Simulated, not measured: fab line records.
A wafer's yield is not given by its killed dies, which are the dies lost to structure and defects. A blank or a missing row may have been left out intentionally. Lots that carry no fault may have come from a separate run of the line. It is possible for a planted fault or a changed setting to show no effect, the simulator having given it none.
Which of the tools did it? | flow n5_finfet | Sampling: 9 lots, 27 wafers, 5 of 1938 route steps

== WHAT EACH GAUGE READ, for each wafer ==
N5_BEOL_M4_RC_MEAS_101.
lot  | measured     | on        | DIBL_N (mV/V)  | DIBL_P (mV/V) | IOFF_N (nA/um) | IOFF_P (nA/um) | ION_N (uA/um) | ION_P (uA/um) | SS_N (mV/dec)  | SS_P (mV/dec)  | VT_N (mV)   | VT_P (mV)
L629 | day 7 19:21  | prober-02 | 34.1 37.8 39.7 | 36 37 40      | 0.12 0.18 0.23 | 0.20 0.22 0.27 | 659 678 679   | 459 466 459   | 70.6 72.3 72.7 | 72.8 73.5 74.2 | 254 251 248 | -249 -250 -245
L630 | day 8 02:04  | prober-02 | 37.3 37.3 37.4 | 38 40 38      | 0.18 0.19 0.18 | 0.23 0.27 0.22 | 677 675 676   | 459 465 460   | 72.0 72.5 72.6 | 73.5 74.2 73.8 | 250 248 255 | -250 -248 -252
L633 | day 8 20:35  | prober-02 | 37.5 41.0 37.7 | 38 43 38      | 0.19 0.31 0.18 | 0.24 0.37 0.25 | 679 711 683   | 463 480 469   | 71.3 72.8 72.1 | 73.4 75.0 73.4 | 249 238 248 | -248 -242 -247
L636 | day 10 05:40 | prober-02 | 35.9 37.2 33.6 | 37 37 34      | 0.16 0.19 0.11 | 0.20 0.20 0.17 | 667 680 659   | 459 461 451   | 72.3 72.0 70.9 | 73.8 73.0 73.0 | 251 249 255 | -252 -251 -254
L640 | day 11 12:04 | prober-02 | 39.0 36.6 42.2 | 40 38 45      | 0.23 0.17 0.37 | 0.28 0.24 0.43 | 694 672 714   | 469 463 484   | 71.8 71.9 72.8 | 73.5 73.4 74.8 | 244 249 238 | -247 -248 -242
L642 | day 11 17:02 | prober-02 | 37.5 36.4 36.5 | 37 34 35      | 0.20 0.16 0.18 | 0.30 0.23 0.26 | 706 689 684   | 489 470 479   | 70.9 72.0 71.7 | 73.4 72.9 72.7 | 242 249 249 | -244 -248 -244
L643 | day 11 19:13 | prober-02 | 35.8 36.5 38.3 | 36 37 38      | 0.13 0.14 0.19 | 0.21 0.21 0.27 | 659 658 682   | 465 455 471   | 71.9 71.5 72.0 | 73.3 73.3 74.3 | 256 252 248 | -249 -250 -248
L647 | day 12 20:11 | prober-02 | 34.5 36.0 39.9 | 35 35 40      | 0.14 0.14 0.24 | 0.21 0.20 0.28 | 668 668 696   | 462 459 475   | 70.9 71.2 71.8 | 73.5 73.8 74.1 | 249 251 244 | -249 -250 -246
L650 | day 13 22:26 | prober-01 | 38.6 39.0 39.9 | 42 39 41      | 0.21 0.20 0.23 | 0.29 0.23 0.26 | 685 676 687   | 475 455 466   | 72.0 71.8 72.2 | 74.4 74.7 74.6 | 247 247 245 | -249 -251 -249

== WHAT TOOL EACH LOT RAN ON (gives the tool, then ch and the chambers of the sampled wafers, and finally the start) ==
lot  | N5_BEOL_M3_HM_OPEN_17             | N5_BEOL_M3_ALD_98                 | N5_BEOL_M3_ETCHBACK_99             | N5_BEOL_M3_VIA_ETCH_34
L629 | rie_metal-02 ch 0,1, day 7 00:47  | ald_sin-02 ch 1,3, day 7 01:45    | rie_diel-06 ch 0,2,3, day 7 01:52  | rie_diel-06 ch 0,2,3, day 7 02:00
L630 | rie_metal-01 ch 0,1, day 7 02:56  | ald_sin-04 ch 0,3, day 7 04:14    | rie_diel-06 ch 0,2,3, day 7 09:34  | rie_diel-06 ch 0,2,3, day 7 09:42
L633 | rie_metal-02 ch 0,1, day 8 01:55  | ald_sin-01 ch 0,1, day 8 02:58    | rie_diel-06 ch 0,2, day 8 06:29    | rie_diel-06 ch 0,2, day 8 06:38
L636 | rie_metal-01 ch 0,1, day 8 21:02  | ald_sin-01 ch 0,2,3, day 8 22:10  | rie_diel-04 ch 0,1, day 9 10:39    | rie_diel-04 ch 0,1, day 9 10:47
L640 | rie_metal-02 ch 0,1, day 10 16:07 | ald_sin-01 ch 2,3, day 10 17:14   | rie_diel-06 ch 0,2,3, day 10 19:36 | rie_diel-06 ch 0,2,3, day 10 19:44
L642 | rie_metal-02 ch 0,1, day 10 16:41 | ald_sin-01 ch 0,2,3, day 10 17:34 | rie_diel-06 ch 0,3, day 10 23:02   | rie_diel-06 ch 0,3, day 10 23:10
L643 | rie_metal-01 ch 0, day 10 20:52   | ald_sin-01 ch 0,3, day 10 21:47   | rie_diel-04 ch 0,1,2, day 10 23:05 | rie_diel-04 ch 0,1,2, day 10 23:13
L647 | rie_metal-03 ch 0,1, day 11 15:50 | ald_sin-01 ch 2,3, day 11 16:37   | rie_diel-02 ch 0,2,3, day 12 08:24 | rie_diel-02 ch 0,2,3, day 12 08:32
L650 | rie_metal-03 ch 0,1, day 12 23:53 | ald_sin-01 ch 2,3, day 13 00:51   | rie_diel-02 ch 0,2,3, day 13 01:34 | rie_diel-02 ch 0,2,3, day 13 01:42
- N5_BEOL_M3_HM_OPEN_17: chemistry Cl2/BCl3, target TiN, target depth 20 nm, overetch 6 nm.
- N5_BEOL_M3_ALD_98: deposits SiO2, target thk 2.5 nm, pulse time 1 s, co reactant pulse time 1 s.
- N5_BEOL_M3_ETCHBACK_99: etches SiO2 in CHF3, target depth 5 nm, time 10.4 s.
- N5_BEOL_M3_VIA_ETCH_34: etches the open film in C4F6/O2, target depth 69.4 nm, time 65.9 s.

== WHAT THE TOOLS THEMSELVES READ (means of the sampled wafers that have a number; where no wafer has one, the mark that the record gives instead) ==
N5_BEOL_M3_HM_OPEN_17.
lot  | tool         | drypump_motor_current_A (A) | mfc_cl2_sccm (sccm) | oes_product_au (a.u.) | throttle_valve_pct (%)
L629 | rie_metal-02 | 6.3                         | 53.19               | 0.52                  | 22.22
L630 | rie_metal-01 | 5.5                         | 53.21               | 0.65                  | 21.88
L633 | rie_metal-02 | 6.4                         | 53.10               | 0.52                  | 22.31
L636 | rie_metal-01 | 5.1                         | 53.27               | 0.60                  | 21.92
L640 | rie_metal-02 | 6.4                         | 53.15               | 0.71                  | 22.11
L642 | rie_metal-02 | 6.4                         | 53.18               | 0.69                  | 22.13
L643 | rie_metal-01 | 4.8                         | 53.19               | 0.56                  | 21.99
L647 | rie_metal-03 | 5.6                         | 53.22               | 0.67                  | 22.39
L650 | rie_metal-03 | 5.6                         | 53.15               | 0.66                  | 22.40

N5_BEOL_M3_ALD_98.
lot  | tool       | heater_power_w (W) | precursor_pulse_height_rel | susceptor_temp_C (C)
L629 | ald_sin-02 | 76                 | 1.002                      | 99.89
L630 | ald_sin-04 | 73                 | 0.993                      | 99.97
L633 | ald_sin-01 | 85                 | 1.013                      | 100.19
L636 | ald_sin-01 | 81                 | 1.005                      | 99.96
L640 | ald_sin-01 | 78                 | 0.988                      | 99.98
L642 | ald_sin-01 | 82                 | 1.011                      | 99.92
L643 | ald_sin-01 | 83                 | 0.997                      | 100.04
L647 | ald_sin-01 | 70                 | 1.013                      | 95.18
L650 | ald_sin-01 | 74                 | 0.993                      | 97.54

N5_BEOL_M3_ETCHBACK_99.
lot  | tool        | drypump_motor_current_A (A) | oes_product_au (a.u.) | rf_vpp_V (V) | showerhead_plenum_p_Torr (Torr) | throttle_valve_pct (%)
L629 | rie_diel-06 | 5.6                         | 0.81                  | 245          | 2.23                            | 16.95
L630 | rie_diel-06 | 5.6                         | 0.80                  | 245          | 2.23                            | 16.96
L633 | rie_diel-06 | 5.8                         | 0.76                  | 239          | 2.21                            | 17.10
L636 | rie_diel-04 | 5.2                         | 0.73                  | 253          | 2.11                            | 17.21
L640 | rie_diel-06 | 5.6                         | 0.78                  | 245          | 2.22                            | 16.99
L642 | rie_diel-06 | 5.3                         | 0.81                  | 249          | 2.27                            | 16.98
L643 | rie_diel-04 | 5.4                         | 0.74                  | 246          | 2.09                            | 17.14
L647 | rie_diel-02 | 5.4                         | 0.90                  | 242          | 2.17                            | 17.03
L650 | rie_diel-02 | 5.4                         | 0.90                  | 242          | 2.17                            | 17.03

N5_BEOL_M3_VIA_ETCH_34.
lot  | tool        | drypump_motor_current_A (A) | oes_product_au (a.u.) | rf_vpp_V (V) | showerhead_plenum_p_Torr (Torr) | throttle_valve_pct (%)
L629 | rie_diel-06 | 5.6                         | 0.80                  | 679          | 2.94                            | 30.58
L630 | rie_diel-06 | 5.6                         | 0.80                  | 679          | 2.93                            | 30.60
L633 | rie_diel-06 | 5.7                         | 0.76                  | 664          | 2.92                            | 30.82
L636 | rie_diel-04 | 5.2                         | 0.73                  | 696          | 2.79                            | 30.98
L640 | rie_diel-06 | 5.6                         | 0.78                  | 679          | 2.92                            | 30.60
L642 | rie_diel-06 | 5.3                         | 0.80                  | 688          | 2.99                            | 30.66
L643 | rie_diel-04 | 5.5                         | 0.73                  | 681          | 2.76                            | 30.84
L647 | rie_diel-02 | 5.4                         | 0.90                  | 667          | 2.87                            | 30.87
L650 | rie_diel-02 | 5.4                         | 0.89                  | 667          | 2.86                            | 30.88

== THE ANSWER, worked out from the rows above alone ==
Rule: usual is defined by the lots themselves. Put in order of their means at a reading, lots are off if they are a third of the lots or fewer, leave a main group of 4 or more, and stand apart from it by a gap of 3 or more times the standard deviation of the main group's means; of several such gaps the widest counts. A main group whose means are all the same, to the digits that the tables above print for the reading, isn't used. Also off: a lot with no number at a reading for which 4 or more lots have one. The other lots that the step has rows for count as sound. After the gauges, taken in route order, come the tools' own readings; for these a lot's mean is taken, as printed above. At the first step where some lot is off, the reading lying furthest off is the one used; lots without a number count as furthest.
Off at N5_BEOL_M3_ALD_98 (susceptor_temp_C): L647, L650. The main group has a mean of 99.99 C with a standard deviation of 0.092.
If a tool, at that step or one of the process steps before it, ran each lot that is off and ran no sound lot following the first of them, it fits. Undecided on this evidence; 2 tools fit (rie_metal-03 at N5_BEOL_M3_HM_OPEN_17, ald_sin-01 at N5_BEOL_M3_ALD_98).

== WHAT HAD BEEN PUT IN BY THE SIMULATOR ==
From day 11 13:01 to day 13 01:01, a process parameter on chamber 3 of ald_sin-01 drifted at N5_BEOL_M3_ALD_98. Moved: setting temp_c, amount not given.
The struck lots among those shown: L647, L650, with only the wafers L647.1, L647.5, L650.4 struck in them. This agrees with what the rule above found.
